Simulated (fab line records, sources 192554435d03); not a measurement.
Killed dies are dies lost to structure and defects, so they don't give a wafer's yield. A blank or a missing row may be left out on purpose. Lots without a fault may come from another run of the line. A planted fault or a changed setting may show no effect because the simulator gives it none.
Which tool did it? | flow n5_finfet | 9 lots, 27 wafers sampled, at 4 steps of a route of 1938

WHAT THE GAUGES READ, wafer by wafer
N5_BEOL_M4_THK_MEAS_01.
lot  | measured     | on            | M4_ILD_THK (nm)
L557 | day 8 00:18  | film_metro-02 | 77.1 77.8 79.2
L558 | day 8 00:55  | film_metro-02 | 80.7 78.8 79.3
L559 | day 8 02:10  | film_metro-02 | 78.2 79.7 80.2
L565 | day 9 13:32  | film_metro-01 | 78.9 72.2 74.6
L569 | day 10 19:25 | film_metro-02 | 78.6 79.1 80.1
L576 | day 12 08:29 | film_metro-01 | 78.6 78.8 78.5
L577 | day 12 12:10 | film_metro-01 | 79.0 77.9 79.8
L579 | day 13 03:38 | film_metro-01 | 77.7 80.1 80.0
L578 | day 13 05:45 | film_metro-01 | 78.7 79.0 80.1

WHICH TOOL RAN EACH LOT (tool, then ch and the chambers of the sampled wafers, then the start)
lot  | N5_BEOL_M3_ANNEAL_95         | N5_BEOL_M3_DEP_57               | N5_BEOL_M4_ILD_DEP_00
L557 | pvd_sputter-02, day 7 22:57  | pecvd-02 ch 1,2, day 8 00:05    | pecvd-04 ch 1,2, day 8 00:14
L558 | pvd_sputter-01, day 7 23:35  | pecvd-04 ch 0,1,2, day 8 00:44  | pecvd-01 ch 0,1,2, day 8 00:52
L559 | pvd_sputter-02, day 8 00:47  | pecvd-01 ch 0,1,2, day 8 01:58  | pecvd-04 ch 0,2, day 8 02:06
L565 | pvd_sputter-02, day 9 12:11  | pecvd-01 ch 0,1, day 9 13:19    | pecvd-04 ch 0,1, day 9 13:28
L569 | pvd_sputter-01, day 10 18:05 | pecvd-04 ch 0,2, day 10 19:13   | pecvd-01 ch 0,1,2, day 10 19:20
L576 | pvd_sputter-03, day 12 06:47 | pecvd-04 ch 0,1,2, day 12 08:17 | pecvd-04 ch 0,1,2, day 12 08:25
L577 | pvd_sputter-03, day 12 10:34 | pecvd-01 ch 0,1, day 12 11:58   | pecvd-03 ch 1,2, day 12 12:06
L579 | pvd_sputter-02, day 13 02:11 | pecvd-04 ch 0,1,2, day 13 03:26 | pecvd-04 ch 0,1,2, day 13 03:34
L578 | pvd_sputter-01, day 13 03:49 | pecvd-02 ch 0,2, day 13 05:34   | pecvd-01 ch 0,2, day 13 05:41
- N5_BEOL_M3_ANNEAL_95: time 240 s.
- N5_BEOL_M3_DEP_57: deposits SiCN from 3MS/NH3, target thk 8 nm, time 14 s.
- N5_BEOL_M4_ILD_DEP_00: deposits SiOC from DEMS/O2, target thk 79 nm, time 15.3 s.

THE ANSWER, worked out from the rows above alone
Rule: what is usual is taken from the lots themselves. Put in order of their means at a reading, lots are off if they are a third of the lots or fewer, leave a main group of 4 or more, and stand apart from it by a gap of 3 or more times the standard deviation of the main group's means; of several such gaps the widest counts. A main group whose means are all the same, to the digits that the tables above print for the reading, isn't used. A lot without any number at a reading at which 4 lots or more have one is off too. The other lots that the step has rows for count as sound.
Off: L565, at N5_BEOL_M4_THK_MEAS_01 (M4_ILD_THK). The main group: mean 79.0 nm, standard deviation 0.47.
A tool fits if, at a process step before that reading, it ran every lot that is off, and no sound lot after the first of them. The gauges at N5_BEOL_M4_THK_MEAS_01 are tried like those tools. None of those tried fits.

WHAT THE SIMULATOR HAD PUT IN
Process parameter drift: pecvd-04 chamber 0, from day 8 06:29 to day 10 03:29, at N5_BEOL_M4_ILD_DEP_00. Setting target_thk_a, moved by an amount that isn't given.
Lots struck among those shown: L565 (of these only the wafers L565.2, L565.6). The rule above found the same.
